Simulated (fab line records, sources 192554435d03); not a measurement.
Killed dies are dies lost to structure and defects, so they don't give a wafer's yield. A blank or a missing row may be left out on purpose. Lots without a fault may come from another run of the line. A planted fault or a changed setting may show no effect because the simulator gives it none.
Chamber matching | flow n5_finfet | N5_BEOL_M8_ILD_DEP_00 on pecvd-03: 3 sister chambers
The step deposits SiCOH lowk from DEMS/porogen, target thk 179.75 nm, time 33.4 s. 6 wafers are shown with their chamber, then 9 later ones without.

WAFERS WITH THEIR CHAMBER
wafer  | chamber | throttle_valve_pct (%) | heater_power_w (W)
L083.1 | 0       | 14.0                   | 360
L083.5 | 0       | 13.7                   | 356
L089.4 | 2       | 12.3                   | 413
L094.2 | 1       | 14.3                   | 360
L094.3 | 2       | 12.6                   | 381
L094.5 | 1       | 14.9                   | 356

WAFERS WITHOUT THEIR CHAMBER
wafer  | throttle_valve_pct (%) | heater_power_w (W)
L095.1 | 12.5                   | 358
L095.2 | 13.9                   | 368
L095.3 | 14.5                   | 374
L095.4 | 14.0                   | 377
L095.5 | 12.1                   | 376
L095.6 | 15.0                   | 286
L097.3 | 14.6                   | 367
L097.5 | 14.6                   | 305
L097.6 | 12.6                   | 406

WHICH CHAMBER EACH WENT THROUGH
wafer  | from the rows above     | in truth
L095.1 | can't be placed: 2 or 0 | 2
L095.2 | can't be placed: 0 or 1 | 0
L095.3 | can't be placed: 1 or 0 | 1
L095.4 | can't be placed: 0 or 1 | 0
L095.5 | 2                       | 2
L095.6 | can't be placed: 1 or 0 | 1
L097.3 | can't be placed: 1 or 0 | 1
L097.5 | can't be placed: 1 or 0 | 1
L097.6 | 2                       | 2
Placed correctly: 2 of 9. Can't be placed from these rows: 7 (the true chamber is among the candidates in 7). Placed wrongly: 0.
How it was worked out, from the rows above alone: a wafer's distance from a chamber is the root of the sum, over the readings, of the square of ((its reading less the chamber's mean) divided by the reading's scatter). The wafer belongs to the nearest chamber; if the next one is less than 2 further off, it can't be placed. A chamber's mean is the mean of its shown wafers. The scatter: the root of (the sum of the squares of (reading less its chamber's mean) over the shown wafers, divided by (wafers less chambers)).
